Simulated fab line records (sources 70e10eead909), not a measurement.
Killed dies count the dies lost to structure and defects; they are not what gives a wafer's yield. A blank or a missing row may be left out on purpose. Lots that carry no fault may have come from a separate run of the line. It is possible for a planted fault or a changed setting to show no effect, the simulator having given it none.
fab line records	flow nand_harc
[record] lots = 7	wafers = 18	last_day = 33
route steps=1302 shown A_CHANNEL_HOLE_D2@577 END@1302
lots with no fault: from the same line, run without faults
start_h: hours from the record's first day to the start of the lot's first wafer shown	wait_h: hours since the lot's step before	" same as the row above	L1.1+2: a single row standing in for several wafers	- no value, or no start given	* or withheld: withheld	< > ~ a bound
route shown NAME@n: names a module that has steps shown in the file, with the first one's number in the route	usual: the fault-free wafers' mean and standard deviation	same: alike in all rows	chamber/n: place in a boat	sites: each site's reading	_std_site: standard deviation across them	_edge_site: inner sites' mean taken away from outer sites' mean	radius_mm: how far each site lies from the wafer's centre	mask NAME#n: copy n	behind: the last tool/chamber to shape the wafer	hold: the reason the lot was held/the length of the hold in hours/how it ended	device: transistor that didn't switch, given as n, p or np	end of line: the same wafers' tests at the end of the route	for a step that has no rows: nothing shown but its recipe	killed: count of dies lost to structure and defects at first sort (not the wafer's yield)	map: shows each die of a wafer: x if killed, . if not, _ if none is there
set.NAME: the setting as run; set.NAME@STEP: as run at that earlier step	model.NAME: the simulator's own value behind a step, which no gauge read
lots seen at some steps along the route; tables by step, rows by wafer
services: a tool's chamber out of use, with start hour (start_h, from the record's first day; less than 0 if before it), hours out, and reason
[[steps]]
[step NHARC_A_CHANNEL_HOLE_D2_SOFTBAKE_05]
[recipe] temp_c = 105	time_s = 55
[step NHARC_A_CHANNEL_HOLE_D2_EBR_06]
[step NHARC_A_CHANNEL_HOLE_D2_EXPOSE_07]
[recipe] na = 1.35	target_cd_nm = 100	sigma_outer = 0.3	dose_mj = 59.65	mask_id = HOLE_D2
[step NHARC_A_CHANNEL_HOLE_D2_PEB_08]
[recipe] peb_temp_c = 100	peb_time_s = 65
[step NHARC_A_CHANNEL_HOLE_D2_DEVELOP_09]
[recipe] develop_time_s = 35	dev_temp_c = 23
[step NHARC_A_CHANNEL_HOLE_D2_CD_MEAS_10]
[recipe] target_cd_nm = 100	landing_energy_ev = 500
[usual] cd_nm = 100.3/0.57
lot.wafer	tool	chamber	start_h	wait_h	cd_nm
L577.1	cd_sem-03	0	345.77	-	99.7
L577.2	"	0	"	"	100.5
L577.4	"	0	"	"	100.4
L580.4	cd_sem-01	0	373.23	-	99.3
L580.5	"	0	"	"	101.3
L582.2	cd_sem-01	0	384.21	-	100.3
L582.4	"	0	"	"	100.6
L584.2	cd_sem-01	0	404.80	-	101.2
L584.4	"	0	"	"	100.8
L588.1	cd_sem-01	0	459.12	-	99.9
L588.5	"	0	"	"	100.2
L588.6	"	0	"	"	99.9
L591.2	cd_sem-03	0	484.91	-	100.0
L591.4	"	0	"	"	100.0
L591.5	"	0	"	"	99.5
L594.4	cd_sem-03	0	516.04	-	100.8
L594.5	"	0	"	"	101.4
L594.6	"	0	"	"	101.4
[step NHARC_A_CHANNEL_HOLE_D2_OVL_MEAS_11]
[usual] overlay_x_nm = 0.0/0.87	overlay_y_nm = -0.2/0.94
lot.wafer	tool	chamber	start_h	wait_h	overlay_x_nm	overlay_y_nm
L577.1	overlay-01	-	345.86	-	0.9	1.2
L577.2	"	-	"	"	0.7	1.4
L577.4	"	-	"	"	0.5	0.8
L580.4	overlay-02	-	373.31	-	-0.3	-0.8
L580.5	"	-	"	"	0.1	-0.6
L582.2	overlay-01	-	384.29	-	-0.4	-1.9
L582.4	"	-	"	"	-0.4	-2.6
L584.2	overlay-01	-	404.89	-	1.2	-1.1
L584.4	"	-	"	"	1.5	-0.4
L588.1	overlay-02	-	459.21	-	-1.2	-1.2
L588.5	"	-	"	"	-1.0	-0.9
L588.6	"	-	"	"	-0.5	-0.5
L591.2	overlay-02	-	485.00	-	-0.1	0.7
L591.4	"	-	"	"	0.1	0.6
L591.5	"	-	"	"	-0.4	0.1
L594.4	overlay-02	-	516.12	-	1.3	-1.4
L594.5	"	-	"	"	1.1	-1.7
L594.6	"	-	"	"	0.9	-1.0
[step NHARC_A_CHANNEL_HOLE_D2_INSPECT_12]
[usual] raw_defect_count = 32/23
lot.wafer	tool	chamber	start_h	wait_h	raw_defect_count
L577.1	defect_inspect-01	-	345.89	0.0	4
L577.2	"	-	"	"	6
L577.4	"	-	"	"	7
L580.4	defect_inspect-02	-	373.35	0.0	51
L580.5	"	-	"	"	49
L582.2	defect_inspect-02	-	384.33	0.0	63
L582.4	"	-	"	"	60
L584.2	defect_inspect-02	-	404.92	0.0	13
L584.4	"	-	"	"	10
L588.1	defect_inspect-02	-	459.25	0.0	52
L588.5	"	-	"	"	52
L588.6	"	-	"	"	58
L591.2	defect_inspect-02	-	485.04	0.0	23
L591.4	"	-	"	"	14
L591.5	"	-	"	"	11
L594.4	defect_inspect-02	-	516.15	0.0	32
L594.5	"	-	"	"	27
L594.6	"	-	"	"	20
[step NHARC_A_CHANNEL_HOLE_D2_DESCUM_15]
[recipe] time_s = 3	o2_flow_sccm = 200	ar_flow_sccm = 0	bias_power_w = 0	chemistry = O2
[usual] drypump_motor_current_A = 5.7/0.44	mfc_ar_sccm = 0.012/0.015	oes_product_au = 1.005/0.014	rf_vpp_V = 58.0/0.83	showerhead_plenum_p_Torr = 1.94/0.054	throttle_valve_pct = 11.311/0.0095
lot.wafer	tool	chamber	start_h	wait_h	drypump_motor_current_A	mfc_ar_sccm	oes_product_au	rf_hours_counter_h	rf_vpp_V	showerhead_plenum_p_Torr	throttle_valve_pct
L577.2	rie_diel-03	3	345.95	0.1	5.2	0.033	1.006	2.1	58.2	2.01	11.299
L577.4	"	0	"	"	6.3	0	1.032	2.3	58.0	1.87	11.314
L577.1	"	2	"	"	6.0	0	1.007	2.2	58.6	1.88	11.310
L580.4	rie_diel-03	3	373.42	0.1	5.2	0.033	0.996	4.3	57.5	2.01	11.306
L580.5	"	1	"	"	5.3	0.034	1.008	-	56.8	1.94	11.328
L582.2	rie_diel-03	2	384.39	0.1	6.0	0	1.005	4.9	56.5	1.88	11.317
L582.4	"	3	"	"	5.2	0.033	0.999	-	59.2	2.01	11.293
L584.2	rie_diel-03	1	405.00	0.1	5.3	0.034	1.006	6.4	56.2	1.94	11.317
L584.4	"	2	"	"	6.0	0	1.009	6.2	57.3	1.88	11.316
L588.1	rie_diel-08	0	459.31	0.1	5.1	0	1.002	6.3	58.2	1.96	11.318
L588.5	"	0	"	"	5.1	0	0.987	-	59.1	1.96	11.308
L588.6	"	1	"	"	6.3	0.015	0.989	-	58.9	1.93	11.313
L591.2	rie_diel-03	0	485.10	0.1	6.3	0	1.004	0.7	58.4	1.86	11.321
L591.4	"	3	"	"	5.2	0.033	0.999	0.8	57.4	2.01	11.312
L591.5	"	0	"	"	6.3	0	0.994	-	58.4	1.87	11.307
L594.4	rie_diel-01	2	516.23	0.1	5.5	0	0.994	4.9	57.4	1.92	11.297
L594.6	"	0	"	"	5.8	0.003	1.001	-	57.2	2.03	11.324
L594.5	"	1	"	"	6.4	0	1.019	-	58.1	1.96	11.322
[step NHARC_A_CHANNEL_HOLE_D2_ETCH_38]
[recipe] target_depth_a = 390	over_etch_frac = 0.3	time_s = 65	ion_energy_ev = 80	cf4_flow_sccm = 150	ar_flow_sccm = 0	rf_w = 300	bias_w = 100	chemistry = CF4
[usual] drypump_motor_current_A = 5.7/0.43	mfc_ar_sccm = 0.012/0.015	oes_product_au = 1.005/0.014	rf_vpp_V = 151.6/0.91	run_length_s = 86.3/0.43	showerhead_plenum_p_Torr = 1.80/0.047	throttle_valve_pct = 13.284/0.0089
lot.wafer	tool	chamber	start_h	wait_h	drypump_motor_current_A	mfc_ar_sccm	oes_product_au	rf_hours_counter_h	rf_vpp_V	run_length_s	showerhead_plenum_p_Torr	throttle_valve_pct
L577.4	rie_diel-03	3	346.05	0.1	5.2	0.033	1.000	2.1	153.0	86.1	1.85	13.290
L577.1	"	0	"	"	6.3	0	1.028	2.3	150.6	86.5	1.73	13.280
L577.2	"	1	"	"	5.3	0.034	1.010	2.3	149.9	86.4	1.79	13.297
L580.4	rie_diel-03	1	373.49	0.1	5.3	0.034	1.002	4.2	152.4	86.0	1.79	13.287
L580.5	"	2	"	"	6.0	0	1.005	-	151.1	86.5	1.74	13.297
L582.2	rie_diel-03	3	384.49	0.1	5.2	0.033	1.000	5.2	152.2	86.1	1.85	13.279
L582.4	"	2	"	"	6.0	0	1.003	-	150.5	86.3	1.74	13.287
L584.4	rie_diel-03	2	405.07	0.1	6.0	0	1.002	6.2	150.5	86.5	1.74	13.272
L584.2	"	0	"	"	6.3	0	1.030	5.5	150.2	86.2	1.73	13.276
L588.1	rie_diel-08	2	459.39	0.1	5.2	0	1.011	5.7	153.0	86.4	1.79	13.284
L588.6	"	2	"	"	5.2	0	1.006	-	150.7	86.6	1.79	13.284
L588.5	"	3	"	"	5.4	0.033	1.030	-	152.3	86.0	1.87	13.277
L591.4	rie_diel-03	2	485.19	0.1	6.0	0	0.988	0.9	151.6	86.4	1.74	13.291
L591.2	"	0	"	"	6.3	0	0.993	0.7	150.9	86.3	1.73	13.270
L591.5	"	1	"	"	5.3	0.034	0.985	-	151.2	85.6	1.79	13.290
L594.4	rie_diel-01	1	516.30	0.1	6.4	0	1.011	5.0	153.1	85.8	1.81	13.284
L594.6	"	1	"	"	6.3	0	1.015	-	152.4	85.7	1.81	13.278
L594.5	"	2	"	"	5.5	0	1.006	-	151.7	86.8	1.78	13.290
[step NHARC_A_CHANNEL_HOLE_D2_ETCH_39]
[recipe] target_depth_a = 2600	over_etch_frac = 0.3	time_s = 325	ion_energy_ev = 200	n2_flow_sccm = 150	h2_flow_sccm = 150	ar_flow_sccm = 0	rf_w = 400	bias_w = 150	chemistry = N2/H2
[usual] drypump_motor_current_A = 5.7/0.44	mfc_ar_sccm = 0.012/0.015	oes_product_au = 1.004/0.014	rf_vpp_V = 431.6/1.8	run_length_s = 346.3/0.38	showerhead_plenum_p_Torr = 2.08/0.061	throttle_valve_pct = 14.171/0.0089
lot.wafer	tool	chamber	start_h	wait_h	drypump_motor_current_A	mfc_ar_sccm	oes_product_au	rf_hours_counter_h	rf_vpp_V	run_length_s	showerhead_plenum_p_Torr	throttle_valve_pct
L577.1	rie_diel-03	1	-	-	5.4	0.034	0.998	2.4	430.2	346.3	2.07	14.167
L577.2	"	2	"	"	6.0	0	1.003	2.3	429.2	346.1	2.00	14.165
L577.4	"	0	"	"	6.3	0	1.018	2.4	430.0	346.2	1.99	14.165
L580.4	rie_diel-03	0	-	-	6.3	0	1.034	4.6	429.7	346.1	1.99	14.164
L580.5	"	0	"	"	6.3	0	1.038	-	429.7	346.1	1.99	14.166
L582.2	rie_diel-03	3	-	-	5.2	0.033	1.018	5.2	432.7	346.4	2.14	14.171
L582.4	"	1	"	"	5.3	0.034	1.019	-	431.5	345.9	2.07	14.181
L584.2	rie_diel-03	1	-	-	5.3	0.034	1.007	6.5	432.4	345.6	2.07	14.157
L584.4	"	2	"	"	6.0	0	1.009	6.3	428.9	346.6	2.00	14.162
L588.1	rie_diel-08	1	-	-	6.3	0.015	0.982	6.3	431.4	346.7	2.06	14.163
L588.6	"	1	"	"	6.3	0.015	0.979	-	430.2	346.3	2.06	14.163
L588.5	"	2	"	"	5.2	0	1.002	-	431.9	346.1	2.06	14.171
L591.2	rie_diel-03	2	-	-	6.0	0	0.989	1.0	430.2	346.2	2.00	14.177
L591.4	"	3	"	"	5.2	0.033	0.994	0.9	432.7	346.0	2.14	14.173
L591.5	"	1	"	"	5.3	0.034	0.984	-	430.1	345.9	2.07	14.178
L594.4	rie_diel-01	0	-	-	5.8	0.003	0.993	6.3	434.8	347.3	2.17	14.177
L594.6	"	0	"	"	5.8	0.003	1.000	-	433.7	346.9	2.17	14.179
L594.5	"	1	"	"	6.4	0	1.017	-	430.7	346.1	2.09	14.175
[step NHARC_A_CHANNEL_HOLE_D2_ETCH_34]
[recipe] target_depth_a = 1540	time_s = 77	cf4_flow_sccm = 100	chf3_flow_sccm = 30	ar_flow_sccm = 0	rf_w = 500	bias_w = 200	chemistry = CF4/CHF3
[usual] drypump_motor_current_A = 5.7/0.45	mfc_ar_sccm = 0.012/0.015	oes_product_au = 0.961/0.02	rf_vpp_V = 371.5/1.6	run_length_s = 98.3/0.43	showerhead_plenum_p_Torr = 1.60/0.043	throttle_valve_pct = 16.803/0.0091
lot.wafer	tool	chamber	start_h	wait_h	drypump_motor_current_A	mfc_ar_sccm	oes_product_au	rf_hours_counter_h	rf_vpp_V	run_length_s	showerhead_plenum_p_Torr	throttle_valve_pct
L577.1	rie_diel-03	3	-	-	5.2	0.033	0.928	2.3	371.6	98.0	1.65	16.802
L577.4	"	0	"	"	6.3	0	0.962	2.4	371.1	98.3	1.54	16.819
L577.2	"	2	"	"	6.0	0	0.953	2.4	368.5	98.4	1.55	16.802
L580.4	rie_diel-03	0	-	-	6.3	0	0.997	4.8	368.4	98.2	1.54	16.818
L580.5	"	2	"	"	6.0	0	0.970	-	369.2	99.0	1.55	16.789
L582.2	rie_diel-03	1	-	-	5.3	0.034	0.948	5.4	371.9	97.7	1.59	16.808
L582.4	"	2	"	"	6.0	0	0.977	-	372.3	98.4	1.55	16.811
L584.4	rie_diel-03	0	-	-	6.3	0	0.970	5.6	368.6	98.7	1.54	16.797
L584.2	"	2	"	"	6.0	0	0.977	6.4	370.5	98.3	1.55	16.812
L588.1	rie_diel-08	1	-	-	6.3	0.015	0.954	6.4	370.7	98.2	1.59	16.808
L588.5	"	0	"	"	5.1	0	0.974	-	372.0	98.9	1.61	16.796
L588.6	"	1	"	"	6.3	0.015	0.953	-	372.8	98.2	1.59	16.806
L591.2	rie_diel-03	0	-	-	6.3	0	0.962	0.8	368.6	98.1	1.54	16.803
L591.4	"	1	"	"	5.3	0.034	0.949	1.1	371.9	98.0	1.59	16.809
L591.5	"	0	"	"	6.3	0	0.961	-	367.7	98.7	1.54	16.802
L594.4	rie_diel-01	3	-	-	5.7	0	0.948	6.1	371.8	97.8	1.61	16.806
L594.6	"	0	"	"	5.8	0.003	0.935	-	373.3	99.6	1.67	16.793
L594.5	"	1	"	"	6.4	0	0.951	-	373.0	98.2	1.61	16.811
[step NHARC_A_CHANNEL_HOLE_D2_ETCH_16]
[recipe] target_depth_a = 31000	over_etch_frac = 0.3	time_s = 806	ion_energy_ev = 150	o2_flow_sccm = 400	cos_flow_sccm = 20	ar_flow_sccm = 0	rf_w = 500	bias_w = 300	chemistry = O2/COS
[usual] drypump_motor_current_A = 5.7/0.46	mfc_ar_sccm = 0.012/0.015	oes_product_au = 1.006/0.015	rf_vpp_V = 314.9/1.4	run_length_s = 827.3/0.41	showerhead_plenum_p_Torr = 3.17/0.081	throttle_valve_pct = 28.331/0.0086
lot.wafer	tool	chamber	start_h	wait_h	drypump_motor_current_A	mfc_ar_sccm	oes_product_au	rf_hours_counter_h	rf_vpp_V	run_length_s	showerhead_plenum_p_Torr	throttle_valve_pct
L577.1	rie_diel-03	3	346.48	-	5.2	0.033	1.000	2.4	315.2	826.8	3.27	28.322
L577.4	"	0	"	"	6.3	0	1.031	2.6	313.2	827.3	3.05	28.326
L577.2	"	1	"	"	5.3	0.034	1.006	2.6	314.7	826.7	3.16	28.353
L580.4	rie_diel-03	1	373.94	-	5.3	0.034	1.001	4.4	317.1	633.3	3.16	28.330
L580.5	"	1	"	"	5.3	0.034	0.998	-	314.7	826.6	3.16	28.324
L582.2	rie_diel-03	2	385.16	-	6.0	0	1.013	5.3	312.3	633.9	3.07	28.336
L582.4	"	3	"	"	5.2	0.033	0.993	-	314.7	633.6	3.27	28.338
L584.2	rie_diel-03	0	405.51	-	6.3	0	1.018	5.7	312.3	634.1	3.05	28.347
L584.4	"	3	"	"	5.2	0.033	1.007	6.6	317.5	633.6	3.27	28.334
L588.1	rie_diel-08	0	459.83	-	5.1	0	0.980	6.5	315.8	827.3	3.20	28.330
L588.6	"	0	"	"	5.1	0	0.988	-	314.8	827.4	3.20	28.331
L588.5	"	1	"	"	6.4	0.015	0.988	-	314.4	827.1	3.14	28.341
L591.4	rie_diel-03	0	485.63	-	6.3	0	1.007	1.0	313.2	827.6	3.05	28.337
L591.2	"	1	"	"	5.3	0.034	0.983	1.2	314.6	826.9	3.16	28.317
L591.5	"	1	"	"	5.3	0.034	0.982	-	314.6	827.0	3.16	28.318
L594.4	rie_diel-01	3	516.86	-	5.8	0	1.013	6.2	315.7	827.1	3.20	28.312
L594.6	"	1	"	"	6.4	0	1.015	-	314.2	826.8	3.20	28.339
L594.5	"	2	"	"	5.5	0	1.000	-	313.6	828.2	3.14	28.324
[step NHARC_A_CHANNEL_HOLE_D2_CD_MEAS_18]
[usual] cd_nm = 101.6/2.5
lot.wafer	tool	chamber	start_h	wait_h	cd_nm
L577.1	cd_sem-02	-	347.06	-	100.0
L577.2	"	-	"	"	101.6
L577.4	"	-	"	"	102.8
L580.4	cd_sem-03	-	374.52	-	100.0
L580.5	"	-	"	"	104.9
L582.2	cd_sem-02	-	385.70	-	102.8
L582.4	"	-	"	"	98.6
L584.2	cd_sem-03	-	406.09	-	104.2
L584.4	"	-	"	"	102.5
L588.1	cd_sem-02	-	460.41	-	99.0
L588.5	"	-	"	"	97.0
L588.6	"	-	"	"	102.2
L591.2	cd_sem-03	-	486.21	-	99.6
L591.4	"	-	"	"	100.7
L591.5	"	-	"	"	102.8
L594.4	cd_sem-02	-	517.33	-	97.2
L594.5	"	-	"	"	100.3
L594.6	"	-	"	"	99.4
[step NHARC_END_SORT_01]
[recipe] temp_c = 25
[usual] killed_at_array = 54/17	killed_at_other = 0.7/1	killed_at_periphery = 3.7/2.9	killed_dies = 58/16	killed_open = 3.2/1.9	killed_short = 2.2/1.5
[same] gross_dies = 677
lot.wafer	tool	chamber	start_h	wait_h	killed_at_array	killed_at_other	killed_at_periphery	killed_dies	killed_open	killed_short
L580.4	prober-01	0	647.92	3.4	473	0	1	474	4	1
L580.5	prober-01	0	648.72	3.7	52	0	4	56	4	3
L582.2	prober-02	0	654.13	2.8	497	2	0	499	4	1
L582.4	prober-02	0	655.71	3.4	453	3	5	461	4	2
L584.2	prober-02	0	672.03	2.8	438	1	3	442	3	3
L584.4	prober-02	0	673.63	3.4	445	1	2	448	3	3
L588.1	prober-02	0	726.75	2.5	42	0	2	44	4	3
L588.5	prober-02	0	729.97	3.7	42	0	1	43	2	3
L588.6	prober-02	0	730.77	4.0	54	0	3	57	3	4
// killed by level:class
L580.4 A_CHANNEL_HOLE_D2:area_etch=418 A_CHANNEL_HOLE_D1:chamber_film_flake=30 A_CHANNEL_HOLE_D2:chamber_film_flake=10 A_CONTACT:chamber_film_flake=6 A_STAIRCASE:chamber_film_flake=2 A_WL_FILL:chamber_film_flake=2 P_M1:geometric_particle:open=1 A_ONON_D2:geometric_particle:short=1
L580.5 A_CHANNEL_HOLE_D1:chamber_film_flake=29 A_CHANNEL_HOLE_D2:chamber_film_flake=9 A_CONTACT:chamber_film_flake=6 P_ZERO_WELL:chamber_film_flake=2 A_WL_FILL:chamber_film_flake=2 P_M0:geometric_particle:short=1 A_DECK1_JOINT:geometric_particle:short=1 A_DECK1_JOINT:geometric_particle:open=1
L582.2 A_CHANNEL_HOLE_D2:area_etch=424 A_CHANNEL_HOLE_D1:chamber_film_flake=36 A_CHANNEL_HOLE_D2:chamber_film_flake=17 A_CONTACT:chamber_film_flake=4 A_CHANNEL_FILL_D2:chamber_film_flake=3 A_ZERO_WELL:chamber_film_flake=2 A_BLC:chamber_film_flake=2 A_STAIRCASE:chamber_film_flake=2
L582.4 A_CHANNEL_HOLE_D2:area_etch=386 A_CHANNEL_HOLE_D1:chamber_film_flake=37 A_CHANNEL_FILL_D2:chamber_film_flake=6 A_CHANNEL_HOLE_D2:chamber_film_flake=6 A_BLC:chamber_film_flake=5 A_CONTACT:chamber_film_flake=4 A_STAIRCASE:chamber_film_flake=3 THIN_TSV:chamber_film_flake=3
L584.2 A_CHANNEL_HOLE_D2:area_etch=419 A_CHANNEL_HOLE_D1:chamber_film_flake=5 A_M1:chamber_film_flake=3 P_GATE:chamber_film_flake=2 A_SLIT:chamber_film_flake=2 P_STI:geometric_particle:open=1 A_SOURCE_PLATE:geometric_particle:short=1 A_ONON_D2:geometric_particle:short=1
L584.4 A_CHANNEL_HOLE_D2:area_etch=419 A_CHANNEL_HOLE_D1:chamber_film_flake=8 A_CHANNEL_FILL_D2:chamber_film_flake=3 A_CHANNEL_FILL_D1:geometric_particle:short=2 A_CHANNEL_HOLE_D2:geometric_particle:open=2 A_SLIT:chamber_film_flake=2 A_WL_FILL:chamber_film_flake=2 A_CONTACT:chamber_film_flake=2
L588.1 A_CHANNEL_HOLE_D1:chamber_film_flake=28 A_SGD_CUT:chamber_film_flake=4 A_ONON_D1:geometric_particle:open=2 A_ONON_D2:geometric_particle:short=2 A_SLIT:chamber_film_flake=2 A_STAIRCASE:chamber_film_flake=2 P_M0:geometric_particle:open=1 A_CHANNEL_FILL_D1:geometric_particle:open=1
L588.5 A_CHANNEL_HOLE_D1:chamber_film_flake=31 A_CHANNEL_FILL_D1:geometric_particle:short=3 A_CHANNEL_HOLE_D1:geometric_particle:open=1 A_CHANNEL_FILL_D2:geometric_particle:open=1 P_GATE:chamber_film_flake=1 A_ZERO_WELL:chamber_film_flake=1 A_CHANNEL_FILL_D1:chamber_film_flake=1 A_DECK1_JOINT:chamber_film_flake=1
L588.6 A_CHANNEL_HOLE_D1:chamber_film_flake=41 A_CHANNEL_FILL_D2:chamber_film_flake=2 A_SLIT:chamber_film_flake=2 P_STI:geometric_particle:short=1 A_CHANNEL_FILL_D1:geometric_particle:open=1 P_M1:geometric_particle:open=1 A_CHANNEL_HOLE_D1:geometric_particle:short=1 A_CHANNEL_FILL_D1:geometric_particle:short=1
// map L580.4 (x killed, . not)
____________x____________
_________x.xxxxx_________
_______xxxx.xxxxxx_______
______xxx.xxx.xxxxx______
_____xxxxxx.x.xxxxxx_____
____xxxxxxx..xxx.xxxx____
____xxxxxx.xx.xxxxxxx____
___xxxxxxx...xxxxxxxxx___
___xxxxxx.x.xx.xxxxxxx___
__xxxx.xxx..xxxxxx.xxxx__
__xxxxx...x..xx.xxxxxxx__
_xxxxxx.xx.x......xx.xxx_
_xxxx....x..x...xx.xxxxx_
_xxxxx.x....xxx..xx.xxxx_
_.xx.........x...xxx.xxx_
_xxxx......xx....xxxxxxx_
xxxxx...x.xxxxxx..xx...xx
xxxxxxx.xxxxxxx.....xxxxx
x.xxxxx..x.xxxxxx.x.x.xxx
xxxxx..x.xx........xxxxxx
xxxxx..x...xxxxxx...xxxxx
_xxxxxxx...x..xxxxxxxxxx_
_xxxx...x..x.xxx..x.xxxx_
_xxxx..x...xx.x......xxx_
_xxx..xx.....x.x...x.xxx_
_.xxxx.x.x.x...x.xx.x.xx_
__xx.xx.xxx...xxxx..xxx__
__xxxx..x...x.xxx.xxxxx__
___xx.x.x.x.xx..xxx.xx___
___xxx.x.xx.x.x...xxxx___
____xxx...xxxx.x.xxxx____
____xxxxxxxxxxxxxxxxx____
_____xxxxxxxxxxxxxxx_____
______xxxxxxx.x.xxx______
_______xxxxxxxxxxx_______
_________xx.xxxx_________
____________x____________
// map L582.2 (x killed, . not)
____________x____________
_________x.x.xxx_________
_______xxx.xxxxxxx_______
______.xxx.xxxxxxxx______
_____x.x.xxxx.x.xxxx_____
____xx..x.xxx.xxxxxxx____
____x.xxx.xx.xx.xxxxx____
___xx.xx..xxx.xx.x.xxx___
___x.x.xxx.xxx..x.xx.x___
__.xxx..x..x.xxxxxxxxxx__
__xxx.xx..xxxx.....xxxx__
_xx..x..xxxx..xx.xx.xxxx_
_xx.x.x.x.xx...x.x.xxxxx_
_xx...xx...xxx..xx.xxxxx_
_x..x....x...xxxxxx...xx_
_xx.xx.x..x.xxxxxxxx.xxx_
xxx.x......x.xxxxx.x.xxxx
xx....x....x.xxx.xxxxxxxx
xxxxx.x..xx.x.xxxx.xxxxxx
xx...x.x.xx...x.xxx.xxxxx
xxxxxxx....x.xxxxx.xx.xxx
_xxxxx.x...x.x...x.xxxxx_
_xxxxxx.xx..xxxxxxxxxxxx_
_xx..xx.xx..xxxxxxxxxxxx_
_xx.xxxxx..xxxxxxx.xxxxx_
_xxxx.x....x.xxxxxxxxxxx_
__xxxxxx..x..xxxxxxxxxx__
__x.x.xxxx....xxxxxxxxx__
___xxxxxxxxxx.xxxx.xxx___
___xxxxxxxxxx.xxx.xxxx___
____xxxxxxxxxx.xxxxxx____
____xxxxxxxxx.xxxxxxx____
_____.xxxxxxxxxxxxxx_____
______xxxx.x..xxxxx______
_______xxxxxxxxxxx_______
_________xxxxxxx_________
____________x____________
[[services]]
tool	chamber	start_h	hours	kind
rie_diel-01	0	324.91	2.7	repair
rie_diel-03	1	337.73	2.2	repair
rie_diel-01	1	338.59	8.4	repair
rie_diel-03	0	339.45	-	clean
rie_diel-03	2	339.45	-	clean
rie_diel-03	3	339.45	-	clean
rie_diel-03	0	363.95	-	clean
rie_diel-03	1	363.95	-	clean
rie_diel-03	2	363.95	-	clean
rie_diel-03	3	363.95	-	clean
rie_diel-01	2	364.72	9.1	repair
rie_diel-08	-	367.80	9.0	pm
rie_diel-01	-	380.80	9.0	pm
rie_diel-03	0	384.22	17.7	repair
rie_diel-03	3	385.38	6.2	repair
rie_diel-03	1	388.45	-	clean
rie_diel-03	2	388.45	-	clean
rie_diel-03	0	412.95	-	clean
rie_diel-03	1	412.95	-	clean
rie_diel-03	2	412.95	-	clean
rie_diel-03	3	412.95	-	clean
rie_diel-03	0	437.45	-	clean
rie_diel-01	-	454.69	4.7	repair
rie_diel-03	-	458.45	9.0	pm
[[key]]
[first_sign] step = NHARC_A_CHANNEL_HOLE_D2_ETCH_16	reading = run_length_s	direction = down	sigmas = 99+	usual = *	struck = *
[effect] step = NHARC_END_SORT_01	reading = killed_dies	direction = up	sigmas = 25	usual = 58	struck = 465
[more_kills_born_at] NHARC_A_CHANNEL_HOLE_D2_ETCH_16@rie_diel-03 = 2066
met_at NHARC_A_CHANNEL_HOLE_D2_ETCH_16
struck_wafers L580.4,L582.2,L582.4,L584.2,L584.4
later_rows_left_out L580.4,L582.2,L582.4,L584.2,L584.4
tester_left_out L580,L582,L584
onset_between 346.48 373.94
[fault] kind = process_parameter_drift	tool = rie_diel-03	chamber = -	onset_h = 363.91	steps = NHARC_A_CHANNEL_HOLE_D2_ETCH_16	channel = time_s	offset = *	shape = step	end_h = 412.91	scope = struck_wafers_only	acts_in = *	stated = *
// tester_left_out: of these lots the tester's yield and bins aren't shown, on N5 and GAA mostly nor the transistor test; their killed dies are dies lost to structure and defects alone, not to doping, threshold or leakage, so they don't give the yield
// later_rows_left_out: the simulator's readings of these wafers behind a module that went badly wrong aren't trusted and aren't shown, but for the sort
